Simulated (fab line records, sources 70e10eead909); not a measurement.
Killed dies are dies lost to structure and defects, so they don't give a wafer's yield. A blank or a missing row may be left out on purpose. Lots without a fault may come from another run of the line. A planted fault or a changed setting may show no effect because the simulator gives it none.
fab line records | flow nand_harc
record lots=24 wafers=72 last_day=33
route steps=1302 shown A_STAIRCASE@733
lots that met no fault: from a run of the same line without faults
start_h: hours from the record's first day to the start of the lot's first wafer shown | wait_h: hours since the lot's step before | " the same as in the row above | L1.1+2: a row that stands for several wafers | - no value, or no start given | * or withheld: withheld | < > ~ a bound
route shown NAME@n: a module of which the file shows steps, and the number in the route of the first | usual: mean/standard deviation of fault-free wafers | same: alike in all rows | chamber/n: place in a boat | sites: the reading at each site | _std_site: their standard deviation | _edge_site: outer sites' mean less inner sites' | radius_mm: how far each site lies from the wafer's centre | mask NAME#n: copy n | behind: the tool/chamber that last shaped the wafer | hold: why the lot was held/for how many hours/how that ended | device: the transistor (n, p or np) that didn't switch | end of line: the same wafers' tests at the end of the route | a step without rows: its recipe alone | killed: dies lost to structure and defects at the first sort, not the wafer's yield | map: a wafer's dies, x killed, . not, _ none there
set.NAME: the setting as run; set.NAME@STEP: as run at that earlier step | model.NAME: the simulator's own value behind a step, which no gauge read
steps of the route over a sample of lots; a table a step, a row a wafer
services: from which hour (start_h, from the record's first day; less than 0 if before it) a tool's chamber was out of use, for how many hours, and why
## steps
# step NHARC_A_STAIRCASE_DESCUM_219
# recipe time_s=3 o2_flow_sccm=200 ar_flow_sccm=0 bias_power_w=0 chemistry=O2
# usual drypump_motor_current_A=5.7/0.42 oes_product_au=0.999/0.012 rf_vpp_V=57.6/0.87 showerhead_plenum_p_Torr=1.90/0.055 throttle_valve_pct=11.312/0.0093
# columns lot.wafer tool chamber start_h wait_h drypump_motor_current_A oes_product_au rf_hours_counter_h rf_vpp_V showerhead_plenum_p_Torr throttle_valve_pct
L074.4 rie_diel-08 3 365.37 - 5.9 0.996 54 57.3 1.86 11.297
L074.3 " 0 " " 5.4 0.988 50 58.1 1.90 11.307
L074.5 " 1 " " 5.6 0.996 - 57.9 1.91 11.323
L075.1 rie_diel-07 3 368.68 - 5.0 1.028 15 56.4 1.89 11.313
L075.3 " 1 " " 6.1 0.988 21 57.5 1.88 11.311
L075.5 " 3 " " 5.0 1.006 - 58.0 1.89 11.322
L076.4 rie_diel-11 2 375.55 - 5.3 1.006 40 58.2 1.87 11.306
L076.1 " 3 " " 5.1 0.998 41 56.9 1.91 11.296
L076.5 " 1 " " 5.9 1.006 - 58.2 1.88 11.307
L078.2 rie_diel-07 2 398.51 - 5.4 1.011 31 56.7 2.03 11.325
L078.1 " 1 " " 6.1 0.990 31 56.6 1.88 11.311
L078.5 " 3 " " 5.0 1.019 - 57.1 1.89 11.320
L077.2 rie_diel-07 1 398.71 - 6.1 0.994 31 56.4 1.88 11.317
L077.1 " 3 " " 5.0 1.010 24 57.7 1.89 11.326
L077.5 " 0 " " 6.2 1.003 - 58.1 1.86 11.323
L079.1 rie_diel-07 0 418.17 - 6.3 1.001 39 56.5 1.86 11.324
L079.3 " 3 " " 5.0 1.009 31 58.3 1.89 11.297
L079.5 " 0 " " 6.3 0.998 - 56.2 1.86 11.311
L080.4 rie_diel-08 2 418.43 - 6.2 0.994 11 56.5 1.87 11.317
L080.5 " 0 " " 5.5 0.992 - 57.6 1.90 11.293
L080.6 " 1 " " 5.6 0.984 - 57.0 1.90 11.317
L083.1 rie_diel-07 1 457.11 - 6.1 0.975 49 57.6 1.87 11.315
L083.3 " 2 " " 5.4 1.008 44 58.0 2.02 11.314
L083.6 " 2 " " 5.4 1.021 - 58.7 2.02 11.299
L082.2 rie_diel-07 2 464.00 - 5.4 1.015 47 58.8 2.02 11.301
L082.1 " 3 " " 5.0 1.006 44 58.3 1.88 11.315
L082.4 " 0 " " 6.3 1.008 53 57.9 1.85 11.320
L081.4 rie_diel-07 2 464.77 - 5.4 1.025 48 57.7 2.02 11.328
L081.2 " 0 " " 6.3 1.000 53 57.5 1.85 11.322
L081.5 " 1 " " 6.1 0.991 - 58.6 1.87 11.314
L085.4 rie_diel-11 2 470.81 - 5.4 1.004 9 57.6 1.86 11.329
L085.6 " 1 " " 5.8 0.995 - 57.4 1.87 11.319
L085.5 " 2 " " 5.4 0.990 - 58.6 1.86 11.316
L084.2 rie_diel-08 1 479.17 - 5.6 0.980 30 56.5 1.89 11.308
L084.6 " 1 " " 5.6 0.985 - 56.7 1.89 11.307
L084.5 " 2 " " 6.2 0.981 - 59.8 1.87 11.331
L086.1 rie_diel-07 3 491.75 - 5.0 1.005 3 58.5 1.88 11.313
L086.2 " 0 " " 6.3 0.985 3 57.4 1.85 11.332
L086.5 " 2 " " 5.5 1.006 - 58.6 2.02 11.301
L087.1 rie_diel-08 1 493.04 - 5.6 0.991 36 57.2 1.89 11.322
L087.2 " 3 " " 5.9 0.985 41 56.0 1.85 11.319
L087.6 " 1 " " 5.7 0.986 - 58.3 1.89 11.304
L090.3 rie_diel-11 1 517.88 - 5.8 0.996 24 56.6 1.87 11.301
L090.1 " 2 " " 5.3 0.988 25 58.1 1.86 11.314
L090.2 " 3 " " 5.1 1.000 26 57.4 1.90 11.308
L088.3 rie_diel-07 0 518.56 - 6.3 0.988 11 56.3 1.85 11.309
L088.2 " 1 " " 6.1 0.999 9 59.0 1.87 11.299
L088.6 " 1 " " 6.1 1.007 - 58.7 1.87 11.326
L089.4 rie_diel-07 2 519.01 - 5.4 1.006 10 59.2 2.02 11.322
L089.2 " 3 " " 5.0 1.011 11 57.8 1.88 11.311
L089.6 " 3 " " 5.0 1.010 - 56.5 1.88 11.322
L092.2 rie_diel-07 2 530.95 - 5.4 1.010 16 58.2 2.02 11.317
L092.4 " 3 " " 5.0 1.012 17 57.8 1.88 11.314
L092.1 " 1 " " 6.1 0.995 16 57.6 1.86 11.322
L091.3 rie_diel-07 3 534.45 - 5.0 0.998 21 56.8 1.88 11.303
L091.5 " 2 " " 5.4 1.014 - 58.6 2.01 11.315
L091.6 " 3 " " 5.0 1.010 - 59.3 1.88 11.326
L093.4 rie_diel-11 2 557.88 - 5.3 0.994 48 57.8 1.85 11.315
L093.5 " 2 " " 5.3 0.999 - 57.8 1.85 11.317
L093.6 " 3 " " 5.1 1.012 - 58.8 1.89 11.307
L094.2 rie_diel-08 2 575.50 - 6.2 0.980 2 56.8 1.86 11.312
L094.6 " 0 " " 5.4 0.983 - 56.7 1.88 11.314
L094.5 " 1 " " 5.6 1.001 - 56.1 1.89 11.317
L095.1 rie_diel-08 2 579.71 - 6.2 0.981 3 58.6 1.86 11.308
L095.2 " 3 " " 5.9 0.992 3 58.0 1.85 11.329
L095.6 " 0 " " 5.5 0.982 - 56.8 1.88 11.315
L096.2 rie_diel-07 2 585.17 - 5.4 1.013 32 58.3 2.01 11.325
L096.1 " 0 " " 6.3 0.990 36 57.3 1.84 11.295
L096.5 " 3 " " 5.0 1.014 - 57.6 1.87 11.304
L097.4 rie_diel-08 0 585.59 - 5.5 0.997 5 57.8 1.88 11.312
L097.3 " 1 " " 5.7 1.009 6 57.9 1.89 11.322
L097.1 " 3 " " 5.9 1.010 5 57.6 1.85 11.309
# step NHARC_A_STAIRCASE_ETCH_232
# recipe target_depth_a=1000 time_s=40.5 ion_energy_ev=400 c4f8_flow_sccm=20 o2_flow_sccm=10 ar_flow_sccm=withheld rf_w=600 bias_w=1000 chemistry=C4F8/O2
# usual oes_product_au=0.945/0.014 rf_vpp_V=895/3.2
# columns lot.wafer tool chamber start_h wait_h oes_product_au rf_hours_counter_h rf_vpp_V
L074.4 rie_diel-11 0 - - 0.916 30 895
L074.3 " 1 " " 0.943 36 893
L074.5 " 3 " " 0.945 - 895
L075.1 rie_diel-07 2 - - 0.971 21 904
L075.3 " 1 " " 0.941 21 894
L075.5 " 3 " " 0.961 - 895
L076.4 rie_diel-11 1 - - 0.947 39 896
L076.1 " 2 " " 0.947 40 894
L076.5 " 2 " " 0.953 - 894
L078.1 rie_diel-11 1 - - 0.957 46 894
L078.2 " 0 " " 0.951 42 895
L078.5 " 1 " " 0.956 - 895
L077.1 rie_diel-07 2 - - 0.955 32 904
L077.2 " 0 " " 0.940 34 893
L077.5 " 3 " " 0.951 - 894
L080.6 rie_diel-08 0 - - 0.948 - 895
L080.5 " 1 " " 0.915 - 895
L080.4 " 3 " " 0.943 - 893
L079.1 rie_diel-11 1 - - 0.948 50 895
L079.3 " 3 " " 0.954 58 896
L079.5 " 1 " " 0.949 - 895
L083.1 rie_diel-07 2 - - 0.955 45 902
L083.3 " 0 " " 0.928 49 893
L083.6 " 2 " " 0.946 - 903
L082.4 rie_diel-08 2 - - 0.939 22 894
L082.2 " 3 " " 0.938 27 893
L082.1 " 1 " " 0.927 25 895
L081.2 rie_diel-07 2 - - 0.969 49 901
L081.4 " 0 " " 0.948 54 892
L081.5 " 3 " " 0.963 - 895
L085.4 rie_diel-11 3 - - 0.936 10 896
L085.6 " 3 " " 0.934 - 894
L085.5 " 0 " " 0.930 - 895
L084.2 rie_diel-11 3 - - 0.947 15 896
L084.5 " 0 " " 0.948 - 894
L084.6 " 1 " " 0.963 - 893
L086.2 rie_diel-07 1 - - 0.952 3 893
L086.1 " 2 " " 0.958 3 903
L086.5 " 1 " " 0.946 - 893
L087.1 rie_diel-08 3 - - 0.955 41 890
L087.2 " 2 " " 0.927 34 893
L087.6 " 0 " " 0.954 - 893
L090.1 rie_diel-11 1 - - 0.935 24 892
L090.2 " 2 " " 0.934 26 893
L090.3 " 3 " " 0.950 27 895
L088.2 rie_diel-07 3 - - 0.955 12 894
L088.3 " 1 " " 0.936 10 894
L088.6 " 3 " " 0.956 - 895
L089.2 rie_diel-07 1 - - 0.925 11 894
L089.4 " 0 " " 0.930 12 893
L089.6 " 2 " " 0.947 - 901
L092.1 rie_diel-11 0 - - 0.956 39 895
L092.4 " 1 " " 0.965 36 894
L092.2 " 2 " " 0.936 39 892
L091.3 rie_diel-08 1 - - 0.958 38 894
L091.5 " 2 " " 0.938 - 892
L091.6 " 3 " " 0.939 - 891
L093.4 rie_diel-11 2 - - 0.952 51 892
L093.6 " 1 " " 0.941 - 893
L093.5 " 2 " " 0.946 - 892
L094.2 rie_diel-11 2 - - 0.950 53 891
L094.5 " 2 " " 0.954 - 891
L094.6 " 3 " " 0.968 - 894
L095.1 rie_diel-07 2 - - 0.965 31 904
L095.2 " 3 " " 0.963 28 893
L095.6 " 2 " " 0.972 - 903
L096.2 rie_diel-07 3 - - 0.957 29 894
L096.1 " 0 " " 0.925 36 892
L096.5 " 2 " " 0.941 - 902
L097.3 rie_diel-08 0 - - 0.933 5 896
L097.1 " 2 " " 0.928 6 894
L097.4 " 3 " " 0.948 5 891
# step NHARC_A_STAIRCASE_TRIM_235
# recipe time_s=211.2 o2_flow_sccm=500 ar_flow_sccm=0 bias_w=0 chemistry=O2
# usual drypump_motor_current_A=5.6/0.41 oes_product_au=0.997/0.011 rf_vpp_V=57.6/0.87 showerhead_plenum_p_Torr=3.49/0.075 throttle_valve_pct=17.035/0.0094
# columns lot.wafer tool chamber start_h wait_h drypump_motor_current_A oes_product_au rf_hours_counter_h rf_vpp_V showerhead_plenum_p_Torr throttle_valve_pct
L074.4 rie_diel-11 0 - - 5.7 0.996 30 56.9 3.52 17.032
L074.3 " 2 " " 5.4 1.000 36 57.4 3.46 17.050
L074.5 " 0 " " 5.7 0.990 - 56.4 3.52 17.028
L075.1 rie_diel-07 3 - - 5.0 1.010 15 57.1 3.49 17.045
L075.3 " 0 " " 6.3 0.996 24 58.1 3.44 17.037
L075.5 " 0 " " 6.3 0.999 - 58.3 3.44 17.036
L076.1 rie_diel-11 3 - - 5.1 1.001 42 59.4 3.53 17.046
L076.4 " 2 " " 5.4 1.000 40 57.0 3.45 17.041
L076.5 " 3 " " 5.1 1.006 - 57.4 3.53 17.034
L078.2 rie_diel-11 1 - - 5.9 0.998 46 56.6 3.46 17.054
L078.1 " 2 " " 5.4 0.990 49 56.5 3.45 17.033
L078.5 " 3 " " 5.1 1.001 - 56.7 3.52 17.042
L077.1 rie_diel-07 2 - - 5.4 1.022 32 58.0 3.72 17.041
L077.2 " 0 " " 6.3 1.000 34 57.7 3.43 17.018
L077.5 " 3 " " 5.0 1.008 - 56.0 3.49 17.044
L080.5 rie_diel-08 0 - - 5.5 0.995 - 59.4 3.50 17.037
L080.4 " 1 " " 5.6 0.988 - 56.4 3.51 17.020
L080.6 " 3 " " 5.9 1.002 - 57.3 3.44 17.043
L079.1 rie_diel-11 1 - - 5.9 0.996 51 57.4 3.46 17.033
L079.3 " 2 " " 5.4 1.002 55 56.4 3.45 17.035
L079.5 " 0 " " 5.8 0.981 - 59.8 3.51 17.039
L083.3 rie_diel-07 0 - - 6.3 0.993 49 58.8 3.43 17.035
L083.1 " 1 " " 6.1 0.990 50 57.5 3.46 17.039
L083.6 " 3 " " 5.0 1.014 - 57.8 3.48 17.040
L082.2 rie_diel-08 2 - - 6.2 0.992 22 58.9 3.45 17.040
L082.1 " 0 " " 5.5 0.984 25 57.3 3.49 17.034
L082.4 " 1 " " 5.6 0.979 25 58.4 3.50 17.029
L081.4 rie_diel-07 0 - - 6.3 0.993 54 57.1 3.42 17.025
L081.2 " 3 " " 5.0 1.008 45 56.9 3.48 17.026
L081.5 " 0 " " 6.3 0.992 - 56.7 3.42 17.027
L085.4 rie_diel-11 0 - - 5.7 0.990 11 57.6 3.51 17.033
L085.5 " 3 " " 5.1 0.996 - 59.9 3.51 17.048
L085.6 " 0 " " 5.7 0.988 - 56.7 3.51 17.029
L084.2 rie_diel-11 2 - - 5.4 0.992 14 58.8 3.44 17.032
L084.5 " 3 " " 5.1 1.004 - 59.4 3.51 17.035
L084.6 " 0 " " 5.7 0.981 - 58.0 3.51 17.022
L086.1 rie_diel-07 3 - - 5.0 1.006 4 57.5 3.47 17.024
L086.2 " 2 " " 5.5 1.008 3 58.2 3.71 17.029
L086.5 " 3 " " 5.0 0.996 - 57.4 3.47 17.026
L087.1 rie_diel-08 3 - - 5.9 0.998 42 58.0 3.42 17.028
L087.2 " 1 " " 5.6 0.995 37 57.0 3.49 17.044
L087.6 " 3 " " 5.9 0.988 - 58.5 3.42 17.047
L088.3 rie_diel-07 0 - - 6.3 0.968 12 57.5 3.42 17.034
L088.2 " 1 " " 6.1 0.977 11 57.3 3.45 17.026
L088.6 " 1 " " 6.1 0.990 - 56.6 3.45 17.033
L089.2 rie_diel-07 3 - - 5.0 1.014 13 56.9 3.47 17.031
L089.4 " 0 " " 6.3 0.984 13 57.6 3.42 17.052
L089.6 " 3 " " 5.0 1.004 - 57.3 3.47 17.029
L090.3 rie_diel-11 0 - - 5.7 0.993 28 58.3 3.50 17.017
L090.2 " 1 " " 5.9 0.996 26 58.0 3.44 17.031
L090.1 " 2 " " 5.4 0.987 30 57.7 3.43 17.038
L092.2 rie_diel-11 0 - - 5.7 0.984 39 56.9 3.49 17.026
L092.1 " 2 " " 5.3 1.000 39 58.3 3.42 17.039
L092.4 " 3 " " 5.1 1.012 42 57.7 3.50 17.048
L091.3 rie_diel-08 2 - - 6.2 0.991 36 58.1 3.44 17.027
L091.6 " 3 " " 5.9 0.995 - 57.7 3.42 17.049
L091.5 " 0 " " 5.5 0.988 - 57.4 3.48 17.030
L093.4 rie_diel-11 2 - - 5.4 0.994 51 57.6 3.42 17.045
L093.6 " 2 " " 5.4 0.985 - 57.0 3.42 17.033
L093.5 " 3 " " 5.1 1.012 - 56.2 3.49 17.034
L094.2 rie_diel-11 2 - - 5.3 1.003 54 56.5 3.42 17.043
L094.6 " 3 " " 5.1 1.017 - 58.1 3.49 17.043
L094.5 " 0 " " 5.8 1.002 - 56.3 3.49 17.049
L095.1 rie_diel-07 2 - - 5.4 0.999 32 60.0 3.70 17.038
L095.2 " 1 " " 6.1 1.012 31 58.3 3.44 17.036
L095.6 " 2 " " 5.5 1.012 - 57.7 3.70 17.027
L096.2 rie_diel-07 0 - - 6.3 0.995 36 57.8 3.40 17.026
L096.1 " 1 " " 6.1 1.001 32 57.2 3.44 17.034
L096.5 " 2 " " 5.4 1.015 - 59.0 3.69 17.041
L097.3 rie_diel-08 3 - - 6.0 0.982 6 57.4 3.41 17.027
L097.1 " 0 " " 5.4 0.985 6 58.0 3.48 17.029
L097.4 " 1 " " 5.6 0.994 6 58.9 3.48 17.036
# step NHARC_A_STAIRCASE_DEP_259
# recipe target_thk_a=300 target_thk_nm=30 temp_c=400 pressure_torr=3.5 flow_sccm=200 rf_w=350 material=SiON
# usual heater_power_w=707/85 susceptor_temp_C=400.00/0.23
# columns lot.wafer tool chamber start_h wait_h heater_power_w susceptor_temp_C
L074.3 pecvd-02 1 373.79 1.2 845 399.77
L074.4 " 1 " " 856 399.90
L074.5 " 0 " " 799 400.38
L075.3 pecvd-01 0 375.48 1.0 718 400.00
L075.1 " 1 " " 783 399.81
L075.5 " 1 " " 767 400.29
L076.1 pecvd-02 0 384.15 1.6 735 399.92
L076.4 " 0 " " 732 399.73
L076.5 " 1 " " 857 399.82
L078.1 pecvd-02 0 406.01 1.5 814 399.74
L078.2 " 2 " " 634 400.22
L078.5 " 2 " " 632 400.53
L077.1 pecvd-01 1 407.10 1.6 748 399.62
L077.2 " 0 " " 772 399.74
L077.5 " 1 " " 746 399.87
L080.6 pecvd-02 0 425.13 0.1 853 400.29
L080.4 " 1 " " 790 399.86
L080.5 " 2 " " 663 399.59
L079.1 pecvd-03 1 426.92 1.6 664 400.04
L079.3 " 2 " " 682 400.28
L079.5 " 1 " " 650 400.21
L083.3 pecvd-03 0 464.43 0.9 746 399.95
L083.1 " 1 " " 601 399.75
L083.6 " 0 " " 773 400.27
L082.1 pecvd-03 1 471.21 1.6 586 400.41
L082.2 " 2 " " 581 400.36
L082.4 " 2 " " 606 399.94
L081.2 pecvd-02 2 472.73 1.3 589 400.06
L081.5 " 1 " " 758 400.10
L081.4 " 2 " " 587 399.96
L085.4 pecvd-02 0 479.89 0.7 692 400.13
L085.6 " 1 " " 855 400.12
L085.5 " 2 " " 684 399.77
L084.2 pecvd-02 2 486.02 1.3 713 400.27
L084.5 " 0 " " 769 400.05
L084.6 " 2 " " 696 399.97
L086.2 pecvd-03 0 501.82 1.3 718 400.14
L086.1 " 1 " " 571 400.23
L086.5 " 0 " " 722 400.42
L087.1 pecvd-02 1 502.65 1.7 766 400.00
L087.2 " 2 " " 634 400.47
L087.6 " 2 " " 639 399.90
L088.3 pecvd-03 2 525.42 1.0 588 400.08
L088.2 " 1 " " 596 400.23
L088.6 " 1 " " 607 400.23
L089.2 pecvd-03 2 526.17 1.3 603 399.96
L089.6 " 1 " " 626 400.06
L089.4 " 2 " " 620 400.29
L090.3 pecvd-03 2 528.40 0.9 645 399.79
L090.2 " 0 " " 799 400.27
L090.1 " 1 " " 586 400.16
L091.3 pecvd-02 1 545.15 0.9 823 400.01
L091.5 " 1 " " 847 399.96
L091.6 " 0 " " 846 399.51
L092.1 pecvd-02 1 545.32 1.8 767 399.72
L092.2 " 2 " " 599 399.84
L092.4 " 0 " " 884 400.01
L093.6 pecvd-03 1 566.31 0.1 611 400.03
L093.5 " 2 " " 676 399.89
L093.4 " 0 " " 756 400.28
L094.2 pecvd-03 2 582.35 1.4 653 400.05
L094.5 " 0 " " 732 400.16
L094.6 " 2 " " 677 399.87
L095.2 pecvd-03 0 586.17 1.2 683 400.03
L095.1 " 2 " " 622 400.06
L095.6 " 2 " " 628 400.34
L096.2 pecvd-03 2 592.54 1.5 615 399.91
L096.1 " 1 " " 621 399.70
L096.5 " 2 " " 614 399.65
L097.1 pecvd-03 0 593.95 1.5 764 399.99
L097.3 " 1 " " 645 400.40
L097.4 " 2 " " 614 400.00
# step NHARC_A_STAIRCASE_DESCUM_270
# recipe time_s=3 o2_flow_sccm=200 ar_flow_sccm=0 bias_power_w=0 chemistry=O2
# usual drypump_motor_current_A=5.7/0.42 oes_product_au=0.997/0.013 rf_vpp_V=57.6/0.78 showerhead_plenum_p_Torr=1.89/0.052 throttle_valve_pct=11.312/0.009
# columns lot.wafer tool chamber start_h wait_h drypump_motor_current_A oes_product_au rf_hours_counter_h rf_vpp_V showerhead_plenum_p_Torr throttle_valve_pct
L074.3 rie_diel-08 1 374.77 - 5.6 0.983 50 57.6 1.90 11.305
L074.4 " 3 " " 5.9 0.987 56 56.8 1.86 11.301
L074.5 " 1 " " 5.6 1.000 - 57.8 1.90 11.311
L075.1 rie_diel-07 3 376.43 - 5.0 1.018 16 57.5 1.89 11.321
L075.3 " 0 " " 6.2 1.000 25 58.5 1.86 11.311
L075.5 " 3 " " 5.0 1.007 - 58.0 1.89 11.317
L076.1 rie_diel-07 2 385.10 - 5.4 1.023 23 57.1 2.03 11.299
L076.4 " 1 " " 6.1 1.001 24 58.3 1.88 11.312
L076.5 " 2 " " 5.4 1.028 - 56.5 2.03 11.304
L078.1 rie_diel-07 3 406.99 - 5.0 1.010 26 56.6 1.89 11.311
L078.2 " 0 " " 6.3 0.992 34 58.1 1.86 11.316
L078.5 " 3 " " 5.0 1.008 - 55.5 1.89 11.301
L077.2 rie_diel-07 2 408.65 - 5.5 1.021 34 58.2 2.03 11.309
L077.1 " 3 " " 5.0 1.012 27 57.1 1.89 11.313
L077.5 " 1 " " 6.1 0.986 - 56.9 1.88 11.311
L080.4 rie_diel-07 0 425.90 - 6.3 0.995 41 57.2 1.86 11.295
L080.6 " 0 " " 6.3 1.002 - 56.6 1.86 11.311
L080.5 " 1 " " 6.1 0.984 - 57.8 1.87 11.306
L079.3 rie_diel-08 1 427.78 - 5.6 0.975 11 57.7 1.90 11.304
L079.1 " 3 " " 5.9 0.991 13 58.0 1.86 11.300
L079.5 " 1 " " 5.6 0.986 - 56.4 1.90 11.310
L083.1 rie_diel-11 1 465.41 - 5.8 0.987 8 57.9 1.87 11.320
L083.3 " 2 " " 5.3 0.983 7 57.1 1.86 11.306
L083.6 " 1 " " 5.9 0.991 - 58.0 1.87 11.309
L082.1 rie_diel-11 2 472.19 - 5.4 0.991 9 57.8 1.86 11.305
L082.4 " 3 " " 5.1 1.006 10 58.1 1.91 11.317
L082.2 " 0 " " 5.8 0.987 11 56.9 1.90 11.294
L081.4 rie_diel-07 2 473.57 - 5.4 1.025 50 56.9 2.02 11.330
L081.2 " 0 " " 6.3 1.002 56 57.1 1.85 11.317
L081.5 " 2 " " 5.4 1.017 - 58.4 2.02 11.298
L085.4 rie_diel-11 3 480.79 - 5.1 1.003 15 57.3 1.90 11.333
L085.5 " 2 " " 5.3 0.979 - 56.3 1.86 11.330
L085.6 " 3 " " 5.1 1.000 - 57.9 1.90 11.309
L084.2 rie_diel-07 3 486.95 - 5.0 0.996 1 56.7 1.88 11.330
L084.5 " 3 " " 5.0 1.010 - 58.6 1.88 11.305
L084.6 " 0 " " 6.3 0.996 - 58.7 1.85 11.323
L086.1 rie_diel-11 0 502.65 - 5.7 0.983 20 57.8 1.90 11.304
L086.2 " 1 " " 5.8 1.000 18 57.5 1.87 11.307
L086.5 " 1 " " 5.8 1.006 - 58.0 1.87 11.302
L087.2 rie_diel-07 1 503.61 - 6.1 0.990 4 55.5 1.87 11.311
L087.1 " 3 " " 5.0 1.010 6 57.7 1.88 11.300
L087.6 " 0 " " 6.3 0.978 - 57.0 1.85 11.291
L088.2 rie_diel-11 3 527.10 - 5.1 1.016 33 57.6 1.90 11.309
L088.3 " 0 " " 5.7 0.993 30 57.8 1.90 11.314
L088.6 " 3 " " 5.1 0.997 - 57.7 1.90 11.297
L089.2 rie_diel-11 2 527.14 - 5.4 0.988 32 56.7 1.86 11.310
L089.4 " 3 " " 5.1 1.018 33 58.4 1.90 11.308
L089.6 " 2 " " 5.4 0.990 - 58.0 1.86 11.291
L090.1 rie_diel-07 1 529.25 - 6.1 0.997 15 57.4 1.86 11.316
L090.3 " 3 " " 5.0 1.009 16 57.8 1.88 11.315
L090.2 " 0 " " 6.3 0.982 16 58.7 1.85 11.316
L091.3 rie_diel-07 1 546.01 - 6.1 1.006 21 57.0 1.86 11.302
L091.6 " 2 " " 5.4 1.016 - 57.6 2.01 11.307
L091.5 " 0 " " 6.3 0.983 - 57.9 1.84 11.304
L092.4 rie_diel-08 2 546.41 - 6.2 0.986 39 57.4 1.86 11.320
L092.2 " 0 " " 5.4 0.982 47 58.2 1.89 11.309
L092.1 " 1 " " 5.6 0.992 42 57.2 1.89 11.308
L093.4 rie_diel-07 1 567.20 - 6.1 0.992 28 57.2 1.86 11.313
L093.6 " 1 " " 6.1 1.000 - 57.6 1.86 11.329
L093.5 " 2 " " 5.4 1.008 - 58.3 2.01 11.312
L094.2 rie_diel-08 0 583.17 - 5.5 0.979 4 58.6 1.88 11.304
L094.6 " 1 " " 5.6 0.998 - 56.1 1.89 11.319
L094.5 " 2 " " 6.2 0.975 - 58.8 1.86 11.323
L095.2 rie_diel-11 3 587.17 - 5.1 1.006 63 55.9 1.89 11.318
L095.1 " 0 " " 5.7 0.982 56 57.6 1.89 11.332
L095.6 " 2 " " 5.3 0.982 - 59.1 1.85 11.315
L096.1 rie_diel-11 1 593.53 - 5.9 0.996 52 57.6 1.86 11.320
L096.2 " 3 " " 5.1 1.007 64 56.6 1.89 11.319
L096.5 " 1 " " 5.9 1.003 - 58.3 1.86 11.308
L097.3 rie_diel-07 0 594.97 - 6.3 0.982 38 56.6 1.84 11.321
L097.1 " 1 " " 6.1 0.997 34 58.5 1.86 11.301
L097.4 " 2 " " 5.4 1.004 34 57.3 2.01 11.319
# step NHARC_A_STAIRCASE_ETCH_294
# recipe target_depth_a=49890 time_s=1211.6 ion_energy_ev=800 c4f8_flow_sccm=80 o2_flow_sccm=60 ar_flow_sccm=withheld rf_w=600 bias_w=3000 chemistry=C4F8/O2/Ar
# usual oes_product_au=0.933/0.012 rf_vpp_V=1824/5.5
# columns lot.wafer tool chamber start_h wait_h oes_product_au rf_hours_counter_h rf_vpp_V
L074.4 rie_diel-07 1 - - 0.916 23 1822
L074.3 " 3 " " 0.934 18 1824
L074.5 " 1 " " 0.919 - 1823
L075.3 rie_diel-11 0 - - 0.929 34 1828
L075.1 " 1 " " 0.941 40 1822
L075.5 " 0 " " 0.930 - 1826
L076.4 rie_diel-07 3 - - 0.935 23 1824
L076.1 " 0 " " 0.930 31 1821
L076.5 " 3 " " 0.932 - 1826
L078.1 rie_diel-07 3 - - 0.930 30 1822
L078.2 " 1 " " 0.922 37 1823
L078.5 " 0 " " 0.927 - 1819
L077.2 rie_diel-11 2 - - 0.941 54 1821
L077.1 " 0 " " 0.918 46 1826
L077.5 " 3 " " 0.939 - 1826
L080.4 rie_diel-07 3 - - 0.955 34 1823
L080.5 " 3 " " 0.949 - 1824
L080.6 " 0 " " 0.923 - 1818
L079.1 rie_diel-08 2 - - 0.921 12 1822
L079.3 " 1 " " 0.914 13 1826
L079.5 " 2 " " 0.922 - 1822
L083.3 rie_diel-07 1 - - 0.922 55 1822
L083.1 " 0 " " 0.934 55 1820
L083.6 " 2 " " 0.970 - 1840
L082.1 rie_diel-08 1 - - 0.919 31 1825
L082.2 " 2 " " 0.925 27 1821
L082.4 " 3 " " 0.929 32 1819
L081.2 rie_diel-11 1 - - 0.931 15 1822
L081.4 " 2 " " 0.916 15 1820
L081.5 " 3 " " 0.933 - 1824
L085.4 rie_diel-07 0 - - 0.920 1 1817
L085.6 " 2 " " 0.950 - 1839
L085.5 " 3 " " 0.937 - 1822
L084.2 rie_diel-11 0 - - 0.919 19 1826
L084.5 " 2 " " 0.923 - 1821
L084.6 " 3 " " 0.931 - 1825
L086.2 rie_diel-11 3 - - 0.936 22 1825
L086.1 " 0 " " 0.926 21 1827
L086.5 " 2 " " 0.933 - 1820
L087.2 rie_diel-11 2 - - 0.930 22 1821
L087.1 " 1 " " 0.937 21 1822
L087.6 " 3 " " 0.953 - 1825
L088.2 rie_diel-07 3 - - 0.946 22 1822
L088.3 " 1 " " 0.927 19 1821
L088.6 " 3 " " 0.944 - 1822
L090.2 rie_diel-11 3 - - 0.951 43 1824
L090.3 " 0 " " 0.935 40 1825
L090.1 " 1 " " 0.963 36 1820
L089.2 rie_diel-08 1 - - 0.945 39 1824
L089.4 " 3 " " 0.936 45 1819
L089.6 " 1 " " 0.933 - 1823
L092.4 rie_diel-11 2 - - 0.924 49 1818
L092.1 " 3 " " 0.925 52 1823
L092.2 " 1 " " 0.918 43 1821
L091.3 rie_diel-11 0 - - 0.916 47 1823
L091.5 " 2 " " 0.920 - 1819
L091.6 " 3 " " 0.928 - 1826
L093.4 rie_diel-11 3 - - 0.948 56 1825
L093.6 " 2 " " 0.922 - 1818
L093.5 " 3 " " 0.942 - 1825
L094.2 rie_diel-11 2 - - 0.918 59 1818
L094.6 " 3 " " 0.932 - 1825
L094.5 " 0 " " 0.929 - 1823
L095.1 rie_diel-07 1 - - 0.929 34 1821
L095.2 " 3 " " 0.934 30 1823
L095.6 " 1 " " 0.929 - 1819
L096.2 rie_diel-07 2 - - 0.939 37 1839
L096.1 " 0 " " 0.920 40 1818
L096.5 " 0 " " 0.936 - 1817
L097.4 rie_diel-08 2 - - 0.946 14 1822
L097.1 " 3 " " 0.944 11 1820
L097.3 " 0 " " 0.938 14 1822
## services
# columns tool chamber start_h hours kind
pecvd-03 - 366.41 13.0 pm
rie_diel-11 - 369.59 0.5 repair
rie_diel-08 - 376.42 9.0 pm
pecvd-02 - 384.86 1.8 repair
pecvd-03 - 404.03 4.1 repair
pecvd-02 - 408.63 13.0 pm
pecvd-01 1 408.90 5.2 repair
rie_diel-07 2 409.37 8.9 repair
rie_diel-11 - 432.55 9.0 pm
pecvd-02 2 440.83 4.9 repair
rie_diel-08 0 456.02 8.7 repair
rie_diel-07 - 474.08 9.0 pm
pecvd-01 - 493.39 13.0 pm
rie_diel-08 3 508.36 2.5 repair
rie_diel-08 2 527.73 2.6 repair
pecvd-03 - 536.67 0.9 repair
rie_diel-07 3 537.09 21.7 repair
pecvd-03 - 539.12 0.2 repair
pecvd-03 - 547.41 13.0 pm
rie_diel-08 - 553.42 9.0 pm
pecvd-02 - 557.37 0.8 repair
pecvd-02 - 559.03 27.6 repair
pecvd-02 - 589.63 13.0 pm
rie_diel-07 3 597.56 16.1 repair
## key
fault none
